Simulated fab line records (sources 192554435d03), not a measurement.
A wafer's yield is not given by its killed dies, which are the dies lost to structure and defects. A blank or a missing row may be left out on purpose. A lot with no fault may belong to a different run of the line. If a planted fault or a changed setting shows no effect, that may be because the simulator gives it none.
Which of the tools did it? | flow n5-finfet | Sampling: 24 lots, 72 wafers, 5 of 1938 route steps

== WHAT THE GAUGES READ, wafer by wafer ==
N5_ZERO_LAYER_INSPECT_20: inspects for defects (darkfield).
lot  | measured    | on                | raw-defect-count
L074 | day 1 13:16 | defect-inspect-02 | 21 31 17
L075 | day 1 19:37 | defect-inspect-02 | 35 19 32
L076 | day 2 01:23 | defect-inspect-01 | 38 14 41
L077 | day 2 07:17 | defect-inspect-01 | 28 41 59
L078 | day 2 13:25 | defect-inspect-02 | 48 44 20
L079 | day 2 19:25 | defect-inspect-02 | 29 24 34
L080 | day 3 01:17 | defect-inspect-02 | 6 24 13
L081 | day 3 07:25 | defect-inspect-02 | 28 51 29
L082 | day 3 13:24 | defect-inspect-01 | 60 43 38
L083 | day 3 19:23 | defect-inspect-02 | 13 30 70
L084 | day 4 01:25 | defect-inspect-02 | 68 40 58
L085 | day 4 08:01 | defect-inspect-02 | 64 53 42
L086 | day 4 13:50 | defect-inspect-02 | 29 18 22
L087 | day 4 19:17 | defect-inspect-02 | 28 55 35
L088 | day 5 01:23 | defect-inspect-02 | 22 53 19
L089 | day 5 07:46 | defect-inspect-01 | 23 27 40
L090 | day 5 13:16 | defect-inspect-02 | 59 54 48
L091 | day 5 19:16 | defect-inspect-02 | 31 18 49
L092 | day 6 01:15 | defect-inspect-02 | 28 37 39
L093 | day 6 07:16 | defect-inspect-01 | 36 24 14
L094 | day 6 13:29 | defect-inspect-02 | 30 39 23
L095 | day 6 19:45 | defect-inspect-02 | 35 72 38
L096 | day 7 01:47 | defect-inspect-02 | 54 31 56
L097 | day 7 07:16 | defect-inspect-02 | 28 33 16

N5_WELL_APT_INSPECT_10: inspects for defects (macro).
lot  | measured    | on                | raw-defect-count
L074 | day 1 13:44 | defect-inspect-01 | 0 0 6
L075 | day 1 19:58 | defect-inspect-01 | 7 3 2
L076 | day 2 01:52 | defect-inspect-01 | 2 3 2
L077 | day 2 07:38 | defect-inspect-01 | 0 4 1
L078 | day 2 13:55 | defect-inspect-02 | 1 2 1
L079 | day 2 19:47 | defect-inspect-01 | 1 4 4
L080 | day 3 01:38 | defect-inspect-01 | 3 1 1
L081 | day 3 07:53 | defect-inspect-01 | 3 4 8
L082 | day 3 13:46 | defect-inspect-01 | 1 1 2
L083 | day 3 19:44 | defect-inspect-02 | 2 5 2
L084 | day 4 01:53 | defect-inspect-02 | 3 0 2
L085 | day 4 08:22 | defect-inspect-02 | 2 4 2
L086 | day 4 14:11 | defect-inspect-02 | 1 4 2
L087 | day 4 19:47 | defect-inspect-01 | 2 2 0
L088 | day 5 01:44 | defect-inspect-01 | 2 2 0
L089 | day 5 08:16 | defect-inspect-02 | 0 5 2
L090 | day 5 13:38 | defect-inspect-02 | 0 1 5
L091 | day 5 19:37 | defect-inspect-02 | 0 1 1
L092 | day 6 01:44 | defect-inspect-02 | 1 4 2
L093 | day 6 07:37 | defect-inspect-01 | 4 1 0
L094 | day 6 13:50 | defect-inspect-02 | 5 0 4
L095 | day 6 20:07 | defect-inspect-01 | 1 6 4
L096 | day 7 02:16 | defect-inspect-01 | 3 2 3
L097 | day 7 07:37 | defect-inspect-02 | 1 2 2

N5_FIN_SAQP_THK_MEAS_07.
lot  | measured    | on            | thk-nm (nm)
L074 | day 1 21:25 | film-metro-01 | 60.5 61.7 61.5
L075 | day 2 09:56 | film-metro-02 | 60.3 60.3 61.0
L076 | day 2 12:49 | film-metro-02 | 57.7 58.1 58.7
L077 | day 2 15:34 | film-metro-01 | 58.4 59.0 59.5
L078 | day 2 22:40 | film-metro-02 | 58.4 59.1 61.1
L079 | day 3 03:19 | film-metro-02 | 61.5 60.4 61.0
L080 | day 3 09:25 | film-metro-01 | 58.7 58.2 60.0
L081 | day 3 15:10 | film-metro-01 | 62.4 59.7 63.2
L082 | day 3 21:02 | film-metro-01 | 60.1 59.2 61.3
L083 | day 4 03:16 | film-metro-02 | 59.3 60.9 60.9
L084 | day 4 11:10 | film-metro-02 | 58.7 59.0 59.9
L085 | day 4 19:05 | film-metro-02 | 61.4 59.5 60.1
L086 | day 4 22:50 | film-metro-01 | 59.4 59.4 58.8
L087 | day 5 03:59 | film-metro-02 | 59.4 61.5 61.4
L088 | day 5 11:13 | film-metro-01 | 58.8 61.5 60.5
L089 | day 5 16:16 | film-metro-02 | 59.3 60.1 60.1
L090 | day 5 22:01 | film-metro-01 | 58.6 59.0 59.0
L091 | day 6 03:59 | film-metro-02 | 59.7 58.6 58.9
L092 | day 6 09:15 | film-metro-01 | 61.3 61.4 61.0
L093 | day 6 14:46 | film-metro-02 | 58.9 61.7 59.5
L094 | day 6 23:10 | film-metro-02 | 58.9 61.4 59.9
L095 | day 7 05:25 | film-metro-01 | 59.7 59.1 60.9
L096 | day 7 10:58 | film-metro-02 | 60.2 60.2 60.7
L097 | day 7 16:18 | film-metro-02 | 59.5 58.2 59.8

N5_FIN_SAQP_INSPECT_18: inspects for defects (brightfield).
lot  | measured    | on                | raw-defect-count
L074 | day 1 21:51 | defect-inspect-01 | 529 478 633
L075 | day 2 10:29 | defect-inspect-02 | 460 376 559
L076 | day 2 13:22 | defect-inspect-02 | 344 465 414
L077 | day 2 15:59 | defect-inspect-01 | 680 783 600
L078 | day 2 23:05 | defect-inspect-02 | 446 398 392
L079 | day 3 03:53 | defect-inspect-01 | 286 366 473
L080 | day 3 09:50 | defect-inspect-02 | 433 396 446
L081 | day 3 15:43 | defect-inspect-02 | 393 566 455
L082 | day 3 21:36 | defect-inspect-01 | 273 220 283
L083 | day 4 03:41 | defect-inspect-01 | 683 697 686
L084 | day 4 11:43 | defect-inspect-01 | 446 519 293
L085 | day 4 19:31 | defect-inspect-02 | 260 323 369
L086 | day 4 23:22 | defect-inspect-01 | 512 694 460
L087 | day 5 04:26 | defect-inspect-02 | 346 426 320
L088 | day 5 11:39 | defect-inspect-02 | 220 318 306
L089 | day 5 16:49 | defect-inspect-01 | 465 371 329
L090 | day 5 22:34 | defect-inspect-02 | 639 539 508
L091 | day 6 04:32 | defect-inspect-01 | 505 435 653
L092 | day 6 09:40 | defect-inspect-02 | 266 369 307
L093 | day 6 15:19 | defect-inspect-02 | 372 708 451
L094 | day 6 23:43 | defect-inspect-01 | 507 748 472
L095 | day 7 05:51 | defect-inspect-01 | 393 477 508
L096 | day 7 11:23 | defect-inspect-01 | 486 499 464
L097 | day 7 16:52 | defect-inspect-02 | 490 305 395

== TOOL THAT RAN EACH LOT (tool first, then ch and the chambers of the sampled wafers, then the start) ==
lot  | N5_ZERO_LAYER_ETCH_18
L074 | rie-si-05 ch 0,1, day 1 12:47
L075 | rie-si-04 ch 1,2, day 1 18:55
L076 | rie-si-05 ch 0,1,3, day 2 00:55
L077 | rie-si-04 ch 1,2,3, day 2 06:47
L078 | rie-si-04 ch 0,1, day 2 12:58
L079 | rie-si-04 ch 0,1,2, day 2 18:56
L080 | rie-si-01 ch 1,2, day 3 00:47
L081 | rie-si-05 ch 1,2,3, day 3 06:56
L082 | rie-si-05 ch 0,2,3, day 3 12:56
L083 | rie-si-05 ch 0,2,3, day 3 18:55
L084 | rie-si-04 ch 1,2, day 4 00:57
L085 | rie-si-01 ch 0,1, day 4 07:32
L086 | rie-si-01 ch 1,2,3, day 4 13:22
L087 | rie-si-01 ch 2,3, day 4 18:50
L088 | rie-si-01 ch 0,1,2, day 5 00:55
L089 | rie-si-04 ch 1,3, day 5 07:19
L090 | rie-si-04 ch 0,2, day 5 12:48
L091 | rie-si-04 ch 0,2,3, day 5 18:47
L092 | rie-si-05 ch 0,2, day 6 00:47
L093 | rie-si-01 ch 0,1,2, day 6 06:48
L094 | rie-si-05 ch 2,3, day 6 12:56
L095 | rie-si-01 ch 0,1,3, day 6 19:14
L096 | rie-si-04 ch 0,3, day 7 01:19
L097 | rie-si-01 ch 0,1,3, day 7 06:47
- N5_ZERO_LAYER_ETCH_18: etches Si in HBr/Cl2, target depth 120 nm, time 40 s.

== WHAT THE TOOLS THEMSELVES READ (means of the sampled wafers that have a number; where no wafer has one, the mark that the record gives instead) ==
N5_ZERO_LAYER_ETCH_18.
lot  | tool      | drypump-motor-current-A (A) | oes-product-au (a.u.) | throttle-valve-pct (%)
L074 | rie-si-05 | 5.6                         | 0.993                 | 36.2
L075 | rie-si-04 | 5.4                         | 0.985                 | 36.3
L076 | rie-si-05 | 6.1                         | 0.999                 | 36.5
L077 | rie-si-04 | 5.6                         | 0.985                 | 36.3
L078 | rie-si-04 | 5.7                         | 0.992                 | 36.3
L079 | rie-si-04 | 5.6                         | 0.991                 | 36.2
L080 | rie-si-01 | 5.0                         | 0.992                 | 36.7
L081 | rie-si-05 | 6.1                         | 1.008                 | 36.5
L082 | rie-si-05 | 5.6                         | 0.997                 | 36.5
L083 | rie-si-05 | 5.6                         | 0.998                 | 36.5
L084 | rie-si-04 | 5.5                         | 0.990                 | 36.4
L085 | rie-si-01 | 5.1                         | 0.983                 | 36.6
L086 | rie-si-01 | 5.3                         | 0.997                 | 36.4
L087 | rie-si-01 | 5.5                         | 1.001                 | 36.1
L088 | rie-si-01 | 5.3                         | 0.994                 | 36.4
L089 | rie-si-04 | 5.8                         | 0.997                 | 36.4
L090 | rie-si-04 | 5.5                         | 0.986                 | 36.1
L091 | rie-si-04 | 5.7                         | 0.996                 | 36.2
L092 | rie-si-05 | 5.1                         | 0.999                 | 36.3
L093 | rie-si-01 | 5.3                         | 0.990                 | 36.4
L094 | rie-si-05 | 6.1                         | 1.003                 | 36.8
L095 | rie-si-01 | 5.3                         | 0.991                 | 36.2
L096 | rie-si-04 | 5.9                         | 0.993                 | 36.3
L097 | rie-si-01 | 5.3                         | 0.989                 | 36.2

== THE ANSWER, worked out from the rows above alone ==
Rule: usual is defined by the lots themselves. Put in order of their means at a reading, lots are off if they are a third of the lots or fewer, leave a main group of 4 or more, and stand apart from it by a gap of 3 or more times the standard deviation of the main group's means; of several such gaps the widest counts. If all means in a main group match to the digits the tables above print for the reading, that group is not used. Also off: a lot with no number at a reading for which 4 or more lots have one. All remaining lots with rows at the step are treated as sound. The gauges are gone through in route order, then the tools' own readings, and for those a lot's mean is taken as printed above. The first step at which some lot is off is used, and at that step the reading that is off furthest; a lot without a number counts as furthest.
Nothing can be told from this: no lot is off at any reading shown.

== WHAT HAD BEEN PUT IN BY THE SIMULATOR ==
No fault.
